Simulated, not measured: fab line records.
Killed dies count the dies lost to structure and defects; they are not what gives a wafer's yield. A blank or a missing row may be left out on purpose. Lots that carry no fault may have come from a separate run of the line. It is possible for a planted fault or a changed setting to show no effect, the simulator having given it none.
Which of the tools did it? -- flow nand harc -- 12 lots (36 wafers sampled), 1 step of a 1302-step route

## WHAT THE GAUGES SHOWED, per wafer
NHARC_P_M2_OVL_MEAS_10: pitch 340 nm.
lot,measured,on,overlay x nm (nm)
L075,day 6 20:37,overlay-02,0.3 0.7 1.2
L077,day 7 15:53,overlay-01,0.5 0.3 0.0
L079,day 8 16:04,overlay-01,-1.7 -1.3 -0.9
L081,day 9 05:18,overlay-02,-0.8 -0.3 -0.4
L083,day 10 06:37,overlay-01,0.5 -0.2 -0.1
L085,day 10 23:24,overlay-02,1.1 1.2 0.6
L087,day 11 17:49,overlay-02,0.8 0.7 0.5
L089,day 12 14:02,overlay-02,1.5 1.2 1.3
L091,day 13 12:19,overlay-01,0.0 0.2 -0.5
L093,day 14 03:50,overlay-02,0.7 1.4 1.6
L095,day 14 23:31,overlay-01,-0.5 -0.3 -0.1
L097,day 16 03:46,overlay-01,-0.5 -0.1 -0.8

## EACH LOT AND THE TOOL THAT RAN IT (in order: tool; ch and the chambers of the sampled wafers; start)
The record holds no process step before these readings.

## THE ANSWER, worked out from the rows above alone
Rule: the usual values come from the lots themselves. The widest of any qualifying gaps counts: lots, ordered by their means at a reading, are off when they make up no more than a third of the lots, leave a main group of 4 or more, and stand apart from it by 3 or more times the standard deviation of that group's means. Not used: any main group whose means are identical at the precision the tables above print for the reading. A lot without any number at a reading at which 4 lots or more have one is off too. The other lots that the step has rows for count as sound.
No lot is off on any of the readings shown, so nothing can be concluded from this.

## WHAT HAD BEEN PUT IN BY THE SIMULATOR
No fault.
